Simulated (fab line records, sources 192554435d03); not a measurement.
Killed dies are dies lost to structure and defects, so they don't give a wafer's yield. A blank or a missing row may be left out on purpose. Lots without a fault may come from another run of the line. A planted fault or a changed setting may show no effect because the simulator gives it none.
Chamber matching | flow n5_finfet | N5_BEOL_M14_ILD_DEP_00 on pecvd-01: 3 sister chambers
The step deposits SiO2 from TEOS/O2, target thk 1119.3 nm, time 237.4 s. 3 wafers are shown with their chamber, then 10 later ones without.

WAFERS WITH THEIR CHAMBER
wafer  | chamber | throttle_valve_pct (%)
L080.3 | 1       | 20.1
L094.1 | 2       | 18.0
L094.2 | 0       | 18.1

WAFERS WITHOUT THEIR CHAMBER
wafer  | throttle_valve_pct (%)
L094.3 | 20.1
L094.4 | 18.4
L094.5 | 20.0
L094.6 | 18.0
L097.2 | 18.4
L097.3 | 20.2
L097.5 | 20.2
L096.3 | 20.4
L096.4 | 17.8
L096.5 | 18.5

WHICH CHAMBER EACH WENT THROUGH
wafer  | from the rows above     | in truth
L094.3 | 1                       | 1
L094.4 | can't be placed: 0 or 2 | 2
L094.5 | 1                       | 1
L094.6 | can't be placed: 2 or 0 | 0
L097.2 | can't be placed: 0 or 2 | 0
L097.3 | 1                       | 1
L097.5 | 1                       | 1
L096.3 | 1                       | 1
L096.4 | can't be placed: 2 or 0 | 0
L096.5 | can't be placed: 0 or 2 | 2
Placed correctly: 5 of 10. Can't be placed from these rows: 5 (the true chamber is among the candidates in 5). Placed wrongly: 0.
How it was worked out, from the rows above alone: a wafer's distance from a chamber is the root of the sum, over the readings, of the square of ((its reading less the chamber's mean) divided by the reading's scatter). The wafer belongs to the nearest chamber; if the next one is less than 2 further off, it can't be placed. A chamber's mean is the mean of its shown wafers. The scatter: with one shown wafer a chamber, the root of the mean of the squares of how far each hidden wafer lies from its nearest shown one.
